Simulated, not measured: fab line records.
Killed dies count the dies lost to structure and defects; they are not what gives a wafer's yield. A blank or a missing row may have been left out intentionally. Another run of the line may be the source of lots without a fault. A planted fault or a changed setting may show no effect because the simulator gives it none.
fab line records	flow n5Finfet
[record] lots = 11	wafers = 33	lastDay = 17
route steps=1938 shown HKMG_FIN@414 BEOL_M4@1089 BEOL_M5@1114 PASSIVATION@1936
lots that met no fault: from a run of the same line without faults
startH: hours from the record's opening day to when the first of the lot's shown wafers began	waitH: how many hours have passed since the lot's step before this one	" repeats the value in the row above	L1.1+2: several wafers, shown together as one row	- no value, or no start was given	* or withheld: withheld	< > ~ a bound
route shown NAME@n: names a module that has steps shown in the file, with the first one's number in the route	usual: the fault-free wafers' mean and standard deviation	same: alike in all rows	chamber/n: place in a boat	sites: per-site readings	_std_site: the standard deviation of these	_edge_site: outer sites' mean less inner sites'	radiusMm: how far each site lies from the wafer's centre	mask NAME#n: copy n	behind: tool/chamber where the wafer was last shaped	hold: why the lot was held/for how many hours/how that ended	device: the transistor (n, p or np) that didn't switch	end of line: the same wafers' tests at the end of the route	for a step that has no rows: nothing shown but its recipe	killed: dies that structure and defects cost at the first sort, which is not the same as the wafer's yield	map: a wafer's dies, marking killed ones x, the rest . and places with no die _
set.NAME: the setting as run; set.NAME@STEP: as run at that earlier step	model.NAME: the simulator's own value behind a step, which no gauge read
route steps across a sampled set of lots; one table per step, one row per wafer
services: when a tool's chamber went out of use (startH, in hours from the record's first day, below 0 if earlier), for how many hours, and the reason
[[steps]]
[step N5_HKMG_FIN_RTA_80]
[recipe] tempC = withheld	timeS = 2	ambient = N2	idleTempC = 600	rampUpCPerS = 150	rampDownCPerS = 60	coolToC = 600
lot.wafer	tool	chamber	startH	waitH
L714.3+4+6	rtpAnneal-01	0	72.04	0.1
L715.1+3+5	rtpAnneal-01	0	81.84	0.1
L717.3+4+6	rtpAnneal-02	0	91.12	0.1
L719.1+4+6	rtpAnneal-01	0	104.17	0.1
L721.3+5+6	rtpAnneal-01	0	121.36	0.1
L723.1+4+6	rtpAnneal-02	0	132.27	0.1
L724.1+4+6	rtpAnneal-02	0	141.22	0.1
L726.2+3+4	rtpAnneal-02	0	149.01	0.1
L730.1+3+6	rtpAnneal-01	0	173.76	0.3
L733.1+3+4	rtpAnneal-01	0	189.35	0.1
L736.3+5+6	rtpAnneal-01	0	206.23	0.3
[step N5_BEOL_M4_ANNEAL_82]
[recipe] tempC = 400	timeS = 240	ambient = vacuum
[usual] heaterPowerW = 845/58
lot.wafer	tool	chamber	startH	waitH	heaterPowerW
L714.3	pvdSputter-02	-	177.71	0.0	911
L714.4	"	-	"	"	804
L714.6	"	-	"	"	867
L715.1	pvdSputter-02	-	186.31	0.0	807
L715.3	"	-	"	"	871
L715.5	"	-	"	"	784
L717.3	pvdSputter-01	-	204.30	0.0	862
L717.4	"	-	"	"	891
L717.6	"	-	"	"	935
L719.1	pvdSputter-03	-	212.93	0.0	728
L719.4	"	-	"	"	828
L719.6	"	-	"	"	888
L721.3	pvdSputter-03	-	221.23	0.0	803
L721.5	"	-	"	"	862
L721.6	"	-	"	"	740
L723.1	pvdSputter-01	-	231.02	0.0	885
L723.4	"	-	"	"	776
L723.6	"	-	"	"	949
L724.1	pvdSputter-03	-	241.88	0.0	842
L724.4	"	-	"	"	831
L724.6	"	-	"	"	842
L726.2	pvdSputter-02	-	258.36	0.0	853
L726.3	"	-	"	"	827
L726.4	"	-	"	"	931
L730.1	pvdSputter-01	-	268.65	0.0	887
L730.3	"	-	"	"	929
L730.6	"	-	"	"	863
L733.1	pvdSputter-02	-	283.45	0.0	858
L733.3	"	-	"	"	910
L733.4	"	-	"	"	790
L736.3	pvdSputter-02	-	305.75	0.0	802
L736.5	"	-	"	"	844
L736.6	"	-	"	"	788
[step N5_BEOL_M4_ANNEAL_89]
[recipe] tempC = 400	timeS = 240	ambient = vacuum
[usual] heaterPowerW = 843/56
lot.wafer	tool	chamber	startH	waitH	heaterPowerW
L714.3	pvdSputter-02	-	178.15	0.0	899
L714.4	"	-	"	"	803
L714.6	"	-	"	"	845
L715.1	pvdSputter-02	-	186.75	0.0	784
L715.3	"	-	"	"	870
L715.5	"	-	"	"	805
L717.3	pvdSputter-01	-	204.74	0.0	875
L717.4	"	-	"	"	889
L717.6	"	-	"	"	902
L719.1	pvdSputter-03	-	213.37	0.0	743
L719.4	"	-	"	"	830
L719.6	"	-	"	"	881
L721.3	pvdSputter-03	-	221.67	0.0	841
L721.5	"	-	"	"	836
L721.6	"	-	"	"	742
L723.1	pvdSputter-01	-	231.46	0.0	861
L723.4	"	-	"	"	760
L723.6	"	-	"	"	933
L724.1	pvdSputter-03	-	242.32	0.0	818
L724.4	"	-	"	"	842
L724.6	"	-	"	"	819
L726.2	pvdSputter-02	-	258.80	0.0	823
L726.3	"	-	"	"	793
L726.4	"	-	"	"	884
L730.1	pvdSputter-01	-	269.09	0.0	891
L730.3	"	-	"	"	932
L730.6	"	-	"	"	881
L733.1	pvdSputter-02	-	283.89	0.0	836
L733.3	"	-	"	"	922
L733.4	"	-	"	"	810
L736.3	pvdSputter-02	-	306.25	0.0	786
L736.5	"	-	"	"	844
L736.6	"	-	"	"	799
[step N5_BEOL_M4_RC_MEAS_101]
[usual] DIBL_N = 36.0/2.5	DIBL_P = 36.2/3	IOFF_N = 0.16/0.044	IOFF_P = 0.21/0.049	IOFF_P_LONG = 0.000106/1e-05	ION_N = 671/15	ION_P = 461/8.7	SS_N = 71.5/0.72	SS_P = 73.4/0.9	VT_N = 251/4.4	VT_N_LVT = 99/4.7	VT_P = -250/4	VT_P_LONG = -275.2/2.8
lot.wafer	tool	chamber	startH	waitH	DIBL_N[mV/V]	DIBL_P[mV/V]	IOFF_N[nA/um]	IOFF_P[nA/um]	IOFF_P_LONG[nA/um]	ION_N[uA/um]	ION_P[uA/um]	SS_N[mV/dec]	SS_P[mV/dec]	VT_N[mV]	VT_N_LVT[mV]	VT_P[mV]	VT_P_LONG[mV]
L714.3	prober-01	0	180.36	0.3	34.7	33.8	0.13	0.20	0.000122	653	456	71.5	72.0	255	100	-250	-270.9
L714.4	"	0	"	"	36.7	36.3	0.16	0.24	0.000122	672	469	71.4	73.8	249	97	-243	-269.7
L714.6	"	0	"	"	33.9	32.7	0.12	0.19	0.000125	667	468	71.0	72.1	252	101	-246	-268.7
L715.1	prober-02	0	189.25	0.6	34.6	36.4	0.13	0.19	0.000104	652	449	71.9	73.2	254	103	-252	-278.0
L715.3	"	0	"	"	33.6	35.3	0.13	0.17	9.7e-05	660	452	71.7	73.2	253	103	-253	-280.3
L715.5	"	0	"	"	33.5	35.5	0.13	0.18	0.000107	652	447	72.0	73.0	254	102	-255	-278.5
L717.3	prober-02	0	206.96	0.3	32.7	34.3	0.12	0.18	0.000108	656	455	70.9	72.2	252	103	-249	-272.3
L717.4	"	0	"	"	37.3	40.0	0.20	0.24	0.000111	677	459	72.3	74.3	247	97	-249	-274.7
L717.6	"	0	"	"	35.7	38.5	0.16	0.24	0.000108	663	461	71.7	74.3	253	101	-247	-276.6
L719.1	prober-02	0	215.26	0.0	41.4	41.8	0.26	0.29	0.000103	697	466	72.5	75.0	245	91	-246	-274.2
L719.4	"	0	"	"	38.8	39.1	0.19	0.24	0.0001	673	457	73.0	74.2	247	96	-249	-276.8
L719.6	"	0	"	"	39.2	39.7	0.20	0.24	0.000105	690	468	72.9	75.1	248	95	-251	-275.0
L721.3	prober-02	0	223.87	0.3	37.0	36.6	0.16	0.20	0.000102	669	457	72.0	73.2	254	100	-252	-278.2
L721.5	"	0	"	"	36.0	35.6	0.14	0.19	0.000112	663	460	71.0	72.6	255	100	-251	-276.3
L721.6	"	0	"	"	39.7	40.1	0.21	0.26	0.000103	700	473	72.0	74.0	246	94	-249	-275.2
L723.1	prober-01	0	233.36	0.0	34.2	34.9	0.13	0.20	0.000125	657	457	71.5	72.8	252	99	-252	-275.1
L723.4	"	0	"	"	34.1	35.2	0.14	0.20	0.000111	672	464	70.9	73.4	250	98	-248	-273.3
L723.6	"	0	"	"	37.7	39.4	0.21	0.29	0.000109	699	482	72.3	73.4	245	93	-246	-272.0
L724.1	prober-02	0	244.31	0.0	35.8	35.0	0.13	0.19	0.000105	662	459	71.5	73.2	253	102	-253	-276.3
L724.4	"	0	"	"	38.2	37.5	0.17	0.22	9.8e-05	672	463	72.1	73.5	249	98	-247	-275.1
L724.6	"	0	"	"	35.3	33.7	0.13	0.18	0.000112	662	464	71.2	72.7	252	101	-252	-276.0
L726.2	prober-02	0	260.87	0.2	40.2	39.5	0.21	0.29	0.000103	695	476	72.0	74.3	243	95	-245	-276.1
L726.3	"	0	"	"	38.9	37.9	0.18	0.24	0.0001	676	471	72.1	73.6	247	97	-248	-276.8
L726.4	"	0	"	"	38.6	36.6	0.17	0.22	9.7e-05	668	456	71.9	73.7	250	100	-250	-276.3
L730.1	prober-02	0	271.01	0.0	37.8	37.9	0.20	0.22	8.8e-05	691	461	71.4	74.0	245	95	-252	-279.8
L730.3	"	0	"	"	34.2	32.6	0.12	0.15	0.0001	660	448	71.2	72.5	254	103	-254	-279.6
L730.6	"	0	"	"	38.7	38.6	0.23	0.25	8.9e-05	700	463	72.4	74.3	243	93	-251	-279.7
L733.1	prober-01	0	286.74	0.4	35.0	32.2	0.12	0.08	7.2e-05	663	430	71.4	71.9	255	84	-271	-291.4
L733.3	"	0	"	"	34.7	32.7	0.12	0.09	7.5e-05	653	424	70.9	72.3	256	84	-269	-292.7
L733.4	"	0	"	"	37.3	37.0	0.17	0.12	8.2e-05	679	433	71.6	73.8	247	77	-267	-292.5
L736.3	prober-01	0	308.65	0.3	42.4	41.7	0.32	0.18	8.2e-05	699	445	73.6	74.3	242	69	-258	-293.1
L736.5	"	0	"	"	38.4	36.2	0.16	0.11	7.2e-05	661	430	71.6	73.0	252	80	-268	-292.8
L736.6	"	0	"	"	40.2	38.8	0.24	0.14	8.3e-05	685	440	72.3	73.6	243	73	-262	-292.7
[step N5_BEOL_M5_THK_MEAS_01]
[recipe] reads = SiCOH_lowk_of_BEOL_M5_ILD_DEP_00
[usual] M5_ILD_THK = 121.2/1.6
lot.wafer	tool	chamber	startH	waitH	M5_ILD_THK[nm]
L714.3	filmMetro-02	-	181.59	0.3	118.1
L714.4	"	-	"	"	122.7
L714.6	"	-	"	"	120.9
L715.1	filmMetro-01	-	190.79	0.4	121.4
L715.3	"	-	"	"	120.5
L715.5	"	-	"	"	123.9
L717.3	filmMetro-01	-	208.19	0.3	118.7
L717.4	"	-	"	"	121.5
L717.6	"	-	"	"	122.5
L719.1	filmMetro-02	-	217.14	0.4	117.3
L719.4	"	-	"	"	122.6
L719.6	"	-	"	"	121.2
L721.3	filmMetro-01	-	225.16	0.3	121.7
L721.5	"	-	"	"	121.5
L721.6	"	-	"	"	123.8
L723.1	filmMetro-02	-	234.90	0.4	121.3
L723.4	"	-	"	"	122.3
L723.6	"	-	"	"	121.9
L724.1	filmMetro-02	-	245.85	0.4	120.4
L724.4	"	-	"	"	121.6
L724.6	"	-	"	"	119.8
L726.2	filmMetro-02	-	262.25	0.4	121.0
L726.3	"	-	"	"	118.4
L726.4	"	-	"	"	122.3
L730.1	filmMetro-02	-	272.99	0.4	120.5
L730.3	"	-	"	"	120.7
L730.6	"	-	"	"	121.7
L733.1	filmMetro-02	-	288.28	0.4	117.7
L733.3	"	-	"	"	118.3
L733.4	"	-	"	"	123.2
L736.3	filmMetro-01	-	309.87	0.3	119.2
L736.5	"	-	"	"	124.1
L736.6	"	-	"	"	120.1
[step N5_PASSIVATION_PROBE_49]
[usual] defectLimitedYield = 91.7/1.4	killed_at_M0_to_M3 = 31/11	killed_at_M4_up = 13/4.6	killedAtContacts = 13/6.7	killedAtFrontEnd = 39/9.6	killedAtOther = 3.5/2.8	killedDies = 98/16	killedOpen = 64/11	killedShort = 33/8.5	sort_bin_4_leakage = 0.00/0.032	sort_bin_5_function = 4.9/0.96	sort_bin_6_memory = 3.1/0.59	sort_bin_8_speed = 0.2/1.3	sortNPass = 1080/23
[same] grossDies = 1180	killedAtBackSide = 0
lot.wafer	tool	chamber	startH	waitH	defectLimitedYield[%]	killed_at_M0_to_M3	killed_at_M4_up	killedAtContacts	killedAtFrontEnd	killedAtOther	killedDies	killedOpen	killedShort	sort_bin_4_leakage[%]	sort_bin_5_function[%]	sort_bin_6_memory[%]	sort_bin_8_speed[%]	sortNPass
L714.3	prober-02	-	277.82	0.1	89.9	38	19	19	39	4	119	80	39	0	5.8	3.9	0.1	1060
L714.4	prober-02	-	277.87	0.2	90.7	52	10	17	30	1	110	82	24	0	6.1	3.0	0	1070
L714.6	prober-02	-	277.97	0.3	93.0	36	7	11	29	0	83	53	27	0	3.8	3.1	0	1097
L715.1	prober-01	-	301.86	0.2	92.8	22	16	2	41	4	85	65	20	0	4.4	2.6	0	1095
L715.3	prober-01	-	301.96	0.3	93.7	20	15	4	29	6	74	51	23	0	3.2	2.8	0	1106
L715.5	prober-01	-	302.06	0.4	93.0	32	11	3	32	5	83	47	35	0	4.0	2.8	0	1097
L717.3	prober-01	-	310.60	0.1	91.3	28	20	28	26	1	103	68	32	0	4.4	3.8	0.3	1077
L717.4	prober-01	-	310.65	0.2	91.9	28	14	15	33	6	96	61	35	0	4.4	3.4	0	1084
L717.6	prober-01	-	310.75	0.3	92.9	22	8	19	33	2	84	59	25	0	4.5	2.5	0	1096
L719.1	prober-02	-	326.48	0.8	93.4	20	19	3	34	2	78	61	17	0	4.1	2.2	0	1102
L719.4	prober-02	-	326.63	0.9	93.1	30	15	7	25	4	81	50	31	0	4.4	2.3	0	1099
L719.6	prober-02	-	326.73	1.0	93.6	20	13	8	33	1	75	54	21	0	3.7	2.5	0	1105
L721.3	prober-02	-	337.86	0.1	90.2	34	13	10	58	1	116	71	36	0	5.6	3.2	0	1064
L721.5	prober-02	-	337.96	0.2	91.4	35	7	13	44	3	102	54	46	0	5.7	2.5	0	1078
L721.6	prober-02	-	338.01	0.3	92.1	31	4	7	50	1	93	50	37	0	4.5	2.5	0	1087
L723.1	prober-02	-	339.29	0.0	91.2	41	17	6	38	2	104	64	35	0	5.1	3.3	0	1076
L723.4	prober-02	-	339.44	0.2	91.6	29	22	5	43	0	99	63	35	0	4.9	3.2	0	1081
L723.6	prober-02	-	339.54	0.3	92.1	32	12	9	38	2	93	59	33	0	4.2	3.4	0	1087
L724.1	prober-01	-	343.61	0.0	93.4	33	9	4	29	3	78	47	31	0	4.2	2.3	0	1102
L724.4	prober-01	-	343.76	0.2	90.2	50	15	7	39	5	116	77	39	0	5.7	3.6	0	1064
L724.6	prober-01	-	343.86	0.3	91.1	57	6	5	37	0	105	65	40	0	5.0	3.3	0	1075
L726.2	prober-01	-	362.26	0.1	91.6	34	20	20	23	2	99	61	37	0	6.2	1.9	0	1081
L726.3	prober-01	-	362.31	0.1	93.5	20	12	19	25	1	77	53	24	0	4.2	2.3	0	1103
L726.4	prober-01	-	362.36	0.2	92.4	21	27	12	30	0	90	61	29	0	4.1	3.1	0	1090
L730.1	prober-02	-	377.50	0.0	91.3	48	5	8	41	1	103	60	42	0	4.7	3.3	0.1	1077
L730.3	prober-02	-	377.60	0.1	92.5	27	5	3	44	10	89	56	33	0	4.7	2.4	0	1091
L730.6	prober-02	-	377.75	0.3	92.4	36	5	14	32	3	90	63	25	0	4.8	2.5	0	1090
L733.1	prober-02	-	393.04	0.0	91.9	23	15	20	34	3	95	62	32	0	4.2	3.6	19.3	857
L733.3	prober-02	-	393.14	0.1	93.7	25	11	14	21	3	74	50	24	0	4.0	2.2	69.1	291
L733.4	prober-02	-	393.19	0.2	93.5	17	19	16	22	3	77	50	27	0	3.6	2.8	7.0	1020
L736.3	prober-01	-	410.91	0.1	93.2	18	21	7	34	0	80	60	19	0.59	4.3	2.2	0.1	1092
L736.5	prober-01	-	411.01	0.2	92.7	14	17	15	39	1	86	61	24	0	4.8	2.3	61.0	374
L736.6	prober-01	-	411.06	0.3	93.5	18	12	9	36	2	77	56	19	0	3.8	2.6	1.4	1086
// killed by level:class
L714.3 STI_FIN_REVEAL:geometricParticle:open=17 MOL_CONTACT_COAG:geometricParticle:open=10 FIN_SAQP:geometricParticle:short=9 MOL_CONTACT_COAG:geometricParticle:short=9 BEOL_M1:geometricParticle:open=9 BEOL_M4:geometricParticle:open=9 BEOL_M0_SAQP:geometricParticle:open=8 BEOL_M3:geometricParticle:open=6
L714.4 BEOL_M2:geometricParticle:open=17 MOL_CONTACT_COAG:geometricParticle:open=16 BEOL_M1:geometricParticle:open=15 BEOL_M3:geometricParticle:open=10 STI_FIN_REVEAL:geometricParticle:open=7 DUMMY_GATE:geometricParticle:open=4 BEOL_M0_SAQP:geometricParticle:short=4 BEOL_M4:geometricParticle:open=4
L714.6 STI_FIN_REVEAL:geometricParticle:open=12 BEOL_M2:geometricParticle:open=11 MOL_CONTACT_COAG:geometricParticle:open=8 BEOL_M0_SAQP:geometricParticle:short=7 BEOL_M3:geometricParticle:open=5 GATE_CUT:geometricParticle:short=4 BEOL_M1:geometricParticle:open=3 MOL_CONTACT_COAG:geometricParticle:short=3
L715.1 STI_FIN_REVEAL:geometricParticle:open=19 BEOL_M1:geometricParticle:open=9 BEOL_M4:geometricParticle:open=5 DUMMY_GATE:geometricParticle:open=4 GATE_CUT:geometricParticle:short=4 BEOL_M8:geometricParticle:open=4 BEOL_M0_SAQP:geometricParticle:open=4 STARTING-WAFER:geometricParticle:short=4
L715.3 STI_FIN_REVEAL:geometricParticle:open=10 BEOL_M1:geometricParticle:open=7 BEOL_M4:geometricParticle:open=5 FIN_SAQP:geometricParticle:short=4 STI_FIN_REVEAL:geometricParticle:short=3 MOL_CONTACT_COAG:geometricParticle:open=3 BEOL_M2:geometricParticle:open=3 FIN_SAQP:geometricParticle:open=2
L715.5 STI_FIN_REVEAL:geometricParticle:open=13 BEOL_M0_SAQP:geometricParticle:short=8 FIN_SAQP:geometricParticle:short=5 BEOL_M0_SAQP:geometricParticle:open=5 BEOL_M1:geometricParticle:open=5 BEOL_M1:geometricParticle:short=4 BEOL_M2:geometricParticle:open=4 GATE_CUT:geometricParticle:short=3
L717.3 MOL_CONTACT_COAG:geometricParticle:open=22 BEOL_M3:geometricParticle:open=9 BEOL_M4:geometricParticle:open=8 MOL_CONTACT_COAG:geometricParticle:short=6 BEOL_M2:geometricParticle:open=6 FIN_SAQP:geometricParticle:open=5 FIN_SAQP:geometricParticle:short=5 STI_FIN_REVEAL:geometricParticle:open=5
L717.4 BEOL_M4:geometricParticle:open=11 GATE_CUT:geometricParticle:short=11 MOL_CONTACT_COAG:geometricParticle:open=11 BEOL_M3:geometricParticle:open=6 FIN_SAQP:geometricParticle:short=5 STI_FIN_REVEAL:geometricParticle:open=5 BEOL_M0_SAQP:geometricParticle:short=5 MOL_CONTACT_COAG:geometricParticle:short=4
L717.6 MOL_CONTACT_COAG:geometricParticle:open=13 STI_FIN_REVEAL:geometricParticle:open=12 BEOL_M0_SAQP:geometricParticle:open=9 MOL_CONTACT_COAG:geometricParticle:short=6 GATE_CUT:geometricParticle:open=4 GATE_CUT:geometricParticle:short=4 BEOL_M3:geometricParticle:open=4 STARTING-WAFER:geometricParticle:short=4
L719.1 STI_FIN_REVEAL:geometricParticle:open=8 DUMMY_GATE:geometricParticle:open=8 BEOL_M2:geometricParticle:open=7 BEOL_M3:geometricParticle:open=7 BEOL_M4:geometricParticle:open=7 BEOL_M6:geometricParticle:open=5 FIN_SAQP:geometricParticle:short=3 GATE_CUT:geometricParticle:short=3
L719.4 BEOL_M1:geometricParticle:open=8 STI_FIN_REVEAL:geometricParticle:open=7 BEOL_M4:geometricParticle:open=7 BEOL_M0_SAQP:geometricParticle:short=6 MOL_CONTACT_COAG:geometricParticle:open=5 FIN_SAQP:geometricParticle:short=3 GATE_CUT:geometricParticle:short=3 GATE_CUT:geometricParticle:open=3
L719.6 STI_FIN_REVEAL:geometricParticle:open=13 MOL_CONTACT_COAG:geometricParticle:open=6 BEOL_M1:geometricParticle:open=5 BEOL_M4:geometricParticle:short=5 BEOL_M4:geometricParticle:open=5 DUMMY_GATE:geometricParticle:open=4 GATE_CUT:geometricParticle:short=4 BEOL_M0:geometricParticle:open=4
L721.3 FIN_SAQP:geometricParticle:open=14 FIN_SAQP:geometricParticle:short=8 MOL_CONTACT_COAG:geometricParticle:open=8 STI_FIN_REVEAL:geometricParticle:open=7 BEOL_M0_SAQP:geometricParticle:open=7 BEOL_M3:geometricParticle:open=7 BEOL_M4:geometricParticle:open=7 HKMG_FIN:areaEtch=7
L721.5 BEOL_M0_SAQP:geometricParticle:short=16 FIN_SAQP:geometricParticle:open=10 STI_FIN_REVEAL:geometricParticle:open=9 MOL_CONTACT_COAG:geometricParticle:open=9 FIN_SAQP:geometricParticle:short=7 BEOL_M0_SAQP:geometricParticle:open=7 BEOL_M4:geometricParticle:open=5 MOL_CONTACT_COAG:geometricParticle:short=4
L721.6 BEOL_M0_SAQP:geometricParticle:open=13 GATE_CUT:geometricParticle:short=9 FIN_SAQP:geometricParticle:short=7 FIN_SAQP:geometricParticle:open=6 STI_FIN_REVEAL:geometricParticle:open=6 HKMG_FIN:areaEtch=6 BEOL_M3:geometricParticle:open=5 MOL_CONTACT_COAG:geometricParticle:open=4
L723.1 FIN_SAQP:geometricParticle:short=12 FIN_SAQP:geometricParticle:open=10 BEOL_M0_SAQP:geometricParticle:open=9 BEOL_M1:geometricParticle:open=9 BEOL_M4:geometricParticle:open=8 BEOL_M3:geometricParticle:open=7 BEOL_M0_SAQP:geometricParticle:short=6 FIN_CUT:areaEtch=5
L723.4 BEOL_M4:geometricParticle:open=13 FIN_SAQP:geometricParticle:open=10 STARTING-WAFER:geometricParticle:short=7 BEOL_M0_SAQP:geometricParticle:short=7 DUMMY_GATE:geometricParticle:open=6 BEOL_M2:geometricParticle:open=6 GATE_CUT:geometricParticle:short=5 BEOL_M3:geometricParticle:open=5
L723.6 BEOL_M3:geometricParticle:open=16 FIN_SAQP:geometricParticle:short=9 BEOL_M2:geometricParticle:open=8 FIN_SAQP:geometricParticle:open=7 MOL_CONTACT_COAG:geometricParticle:open=6 DUMMY_GATE:geometricParticle:open=5 BEOL_M4:geometricParticle:short=5 MOL_CONTACT_COAG:geometricParticle:short=3
L724.1 BEOL_M0_SAQP:geometricParticle:open=10 FIN_SAQP:geometricParticle:open=9 BEOL_M0_SAQP:geometricParticle:short=7 BEOL_M1:geometricParticle:open=6 BEOL_M3:geometricParticle:short=6 FIN_SAQP:geometricParticle:short=5 STARTING-WAFER:geometricParticle:short=4 STARTING-WAFER:geometricParticle:open=3
L724.4 FIN_SAQP:geometricParticle:open=21 BEOL_M0_SAQP:geometricParticle:open=17 BEOL_M0_SAQP:geometricParticle:short=12 FIN_SAQP:geometricParticle:short=11 BEOL_M2:geometricParticle:open=7 BEOL_M4:geometricParticle:open=7 MOL_CONTACT_COAG:geometricParticle:open=6 BEOL_M1:geometricParticle:open=5
L724.6 BEOL_M0_SAQP:geometricParticle:open=18 BEOL_M0_SAQP:geometricParticle:short=14 STI_FIN_REVEAL:geometricParticle:open=12 FIN_SAQP:geometricParticle:open=5 FIN_SAQP:geometricParticle:short=5 GATE_CUT:geometricParticle:short=5 BEOL_M1:geometricParticle:open=5 BEOL_M2:geometricParticle:open=5
L726.2 MOL_CONTACT_COAG:geometricParticle:open=12 BEOL_M3:geometricParticle:open=9 MOL_CONTACT_COAG:geometricParticle:short=8 BEOL_M0_SAQP:geometricParticle:open=8 BEOL_M0_SAQP:geometricParticle:short=7 FIN_SAQP:geometricParticle:short=6 BEOL_M4:geometricParticle:open=6 STI_FIN_REVEAL:geometricParticle:open=5
L726.3 MOL_CONTACT_COAG:geometricParticle:open=14 BEOL_M2:geometricParticle:open=8 MOL_CONTACT_COAG:geometricParticle:short=5 FIN_SAQP:geometricParticle:open=4 FIN_SAQP:geometricParticle:short=4 STI_FIN_REVEAL:geometricParticle:open=4 DUMMY_GATE:geometricParticle:open=4 BEOL_M4:geometricParticle:open=4
L726.4 MOL_CONTACT_COAG:geometricParticle:open=11 BEOL_M4:geometricParticle:open=10 FIN_SAQP:geometricParticle:short=7 STI_FIN_REVEAL:geometricParticle:open=7 BEOL_M2:geometricParticle:open=7 GATE_CUT:geometricParticle:short=6 BEOL_M1:geometricParticle:open=5 FIN_SAQP:geometricParticle:open=4
L730.1 BEOL_M0_SAQP:geometricParticle:short=12 BEOL_M1:geometricParticle:open=10 BEOL_M2:geometricParticle:open=9 MOL_CONTACT_COAG:geometricParticle:open=8 BEOL_M0_SAQP:geometricParticle:open=8 GATE_CUT:geometricParticle:short=7 STI_FIN_REVEAL:geometricParticle:open=5 STARTING-WAFER:geometricParticle:short=5
L730.3 GATE_CUT:geometricParticle:short=12 STI_FIN_REVEAL:geometricParticle:open=7 BEOL_M3:geometricParticle:open=6 BEOL_M0_SAQP:geometricParticle:short=6 FIN_SAQP:geometricParticle:open=5 DUMMY_GATE:geometricParticle:open=5 GATE_CUT:geometricParticle:open=5 PAD_METAL:geometricParticle:open=5
L730.6 MOL_CONTACT_COAG:geometricParticle:open=12 BEOL_M0_SAQP:geometricParticle:open=11 BEOL_M0_SAQP:geometricParticle:short=9 STI_FIN_REVEAL:geometricParticle:open=7 DUMMY_GATE:geometricParticle:open=5 BEOL_M1:geometricParticle:open=5 BEOL_M3:geometricParticle:open=5 FIN_SAQP:geometricParticle:open=4
L733.1 MOL_CONTACT_COAG:geometricParticle:open=17 FIN_SAQP:geometricParticle:short=6 BEOL_M0_SAQP:geometricParticle:short=5 BEOL_M8:geometricParticle:open=5 BEOL_M2:geometricParticle:open=5 FIN_SAQP:geometricParticle:open=4 STI_FIN_REVEAL:geometricParticle:open=4 STI_FIN_REVEAL:geometricParticle:short=3
L733.3 MOL_CONTACT_COAG:geometricParticle:open=11 BEOL_M0_SAQP:geometricParticle:open=8 BEOL_M0_SAQP:geometricParticle:short=6 FIN_SAQP:geometricParticle:short=4 STI_FIN_REVEAL:geometricParticle:open=4 GATE_CUT:geometricParticle:short=3 ILD0:geometricParticle:open=3 MOL_CONTACT_COAG:geometricParticle:short=3
L733.4 MOL_CONTACT_COAG:geometricParticle:open=12 BEOL_M0:geometricParticle:open=5 BEOL_M1:geometricParticle:short=5 BEOL_M8:geometricParticle:open=5 ILD0:geometricParticle:short=4 MOL_CONTACT_COAG:geometricParticle:short=4 BEOL_M4:geometricParticle:open=4 FIN_SAQP:geometricParticle:short=3
L736.3 BEOL_M4:geometricParticle:open=11 STI_FIN_REVEAL:geometricParticle:open=9 FIN_SAQP:geometricParticle:open=6 BEOL_M1:geometricParticle:open=5 DUMMY_GATE:geometricParticle:open=4 GATE_CUT:geometricParticle:short=4 MOL_CONTACT_COAG:geometricParticle:open=4 STARTING-WAFER:geometricParticle:short=4
L736.5 MOL_CONTACT_COAG:geometricParticle:open=14 FIN_SAQP:geometricParticle:open=10 BEOL_M4:geometricParticle:open=10 DUMMY_GATE:geometricParticle:open=8 STI_FIN_REVEAL:geometricParticle:open=5 BEOL_M0_SAQP:geometricParticle:short=4 STARTING-WAFER:geometricParticle:open=4 FIN_SAQP:geometricParticle:short=3
L736.6 FIN_SAQP:geometricParticle:open=17 BEOL_M0_SAQP:geometricParticle:open=6 MOL_CONTACT_COAG:geometricParticle:open=6 BEOL_M4:geometricParticle:open=6 FIN_SAQP:geometricParticle:short=5 BEOL_M1:geometricParticle:open=5 STARTING-WAFER:geometricParticle:short=4 DUMMY_GATE:geometricParticle:open=3
[[services]]
tool	chamber	startH	hours	kind
pvdSputter-03	-	88.24	4.1	repair
pvdSputter-01	-	103.56	0.8	repair
pvdSputter-01	-	112.07	4.3	repair
pvdSputter-02	-	134.70	2.2	repair
pvdSputter-01	-	138.71	1.8	repair
[[key]]
[firstSign] step = N5_BEOL_M4_RC_MEAS_101	reading = VT_P_LONG	direction = down	sigmas = 6.1	usual = -275.2	struck = -292.5
[effect] step = N5_BEOL_M4_RC_MEAS_101	reading = VT_N_LVT	direction = down	sigmas = 4.6	usual = 99	struck = 78
[effect] step = N5_BEOL_M4_RC_MEAS_101	reading = VT_P	direction = down	sigmas = 3.9	usual = -250	struck = -266
[effect] step = N5_BEOL_M4_RC_MEAS_101	reading = ION_P	direction = down	sigmas = 3.1	usual = 461	struck = 434
[effect] step = N5_BEOL_M4_RC_MEAS_101	reading = IOFF_P_LONG	direction = down	sigmas = 2.9	usual = 0.000106	struck = 7.8e-05
[effect] step = N5_BEOL_M4_RC_MEAS_101	reading = IOFF_P	direction = down	sigmas = 1.9	usual = 0.21	struck = 0.12	wafersMoved = 2
[effect] step = N5_PASSIVATION_PROBE_49	reading = sort_bin_8_speed	direction = up	sigmas = 20	usual = 0.2	struck = 26.3	wafersMoved = 4
metAt N5_HKMG_FIN_RTA_80
struckLots L733,L736
notActingAt N5_BEOL_M4_ANNEAL_82,N5_BEOL_M4_ANNEAL_89,N5_BEOL_M5_THK_MEAS_01
onsetBetween 173.76 189.35
alsoFits time
[fault] kind = processParameterDrift	tool = rtpAnneal-01	chamber = -	onsetH = 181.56	steps = N5_HKMG_FIN_RTA_80	channel = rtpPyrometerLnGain	offset = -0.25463	shape = step	endH = 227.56
